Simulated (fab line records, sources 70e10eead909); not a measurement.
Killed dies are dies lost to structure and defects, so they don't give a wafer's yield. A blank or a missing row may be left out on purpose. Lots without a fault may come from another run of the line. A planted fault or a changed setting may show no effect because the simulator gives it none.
One fault seen from 2 desks | flow nand_harc | each desk has only its own numbers; what lay behind them comes last

THE METROLOGY DESK
What the gauges read, lot by lot, whatever tool the lot ran on: means of the sampled wafers that have a number. A lot is out of limits, marked OUT, if its mean lies more than 4 standard deviations from the usual mean; the brackets give that distance.
Columns: A = cd_nm at NHARC_A_M1_CD_MEAS_16, usual 119.8 nm
lot  | first seen here | A
L716 | day 22 22:55    | 121.1
L717 | day 22 23:40    | 119.5
L722 | day 24 11:41    | 119.3
L721 | day 25 15:25    | 118.9
L729 | day 28 00:37    | 120.3
L728 | day 28 07:50    | 119.9
L731 | day 29 01:22    | 119.3
L734 | day 30 02:31    | 119.2
L735 | day 30 07:14    | 120.4
L736 | day 31 08:29    | 120.4
L739 | day 31 15:45    | 118.9
L738 | day 31 23:32    | 119.9
This desk's finding: nothing out of limits on any of the 12 lots.

THE TOOL OWNER'S DESK: litho_track-04
The tool's own readings at NHARC_A_M1_SOFTBAKE_04 (time 55 s): means of the sampled wafers that have a number, for each lot that ran on this tool. A lot is out of limits, marked OUT, if its mean lies more than 4 standard deviations from the usual mean; the brackets give that distance.
Columns: A = chill_plate_temp_C at NHARC_A_M1_SOFTBAKE_04, usual 23.02 C; B = heater_power_total_W at NHARC_A_M1_SOFTBAKE_04, usual 188.44 W
lot  | first seen here | A     | B
L716 | day 22 21:00    | 22.94 | 188.43
L721 | day 25 14:00    | 23.03 | 188.47
L729 | day 27 23:00    | 22.95 | 323.22 (+99 or more) OUT
L731 | day 29 00:00    | 22.99 | 323.08 (+99 or more) OUT
This desk's finding: out of limits on L729, L731; first on L729, day 27 23:00 (heater_power_total_W at NHARC_A_M1_SOFTBAKE_04). In limits: L716, L721.

PUT TOGETHER
The tool owner's desk could have raised an alarm at day 27 23:00, on L729, L731.
The metrology desk saw nothing out of limits.
The metrology desk has L729, L731 on record, within its limits.
Of the lots named, all ran NHARC_A_M1_SOFTBAKE_04 on litho_track-04.

WHAT THE SIMULATOR HAD PUT IN
Process parameter drift: litho_track-04, from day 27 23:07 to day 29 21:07, at NHARC_A_M1_SOFTBAKE_04. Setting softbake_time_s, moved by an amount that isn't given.
Lots struck among those shown: L729, L731.
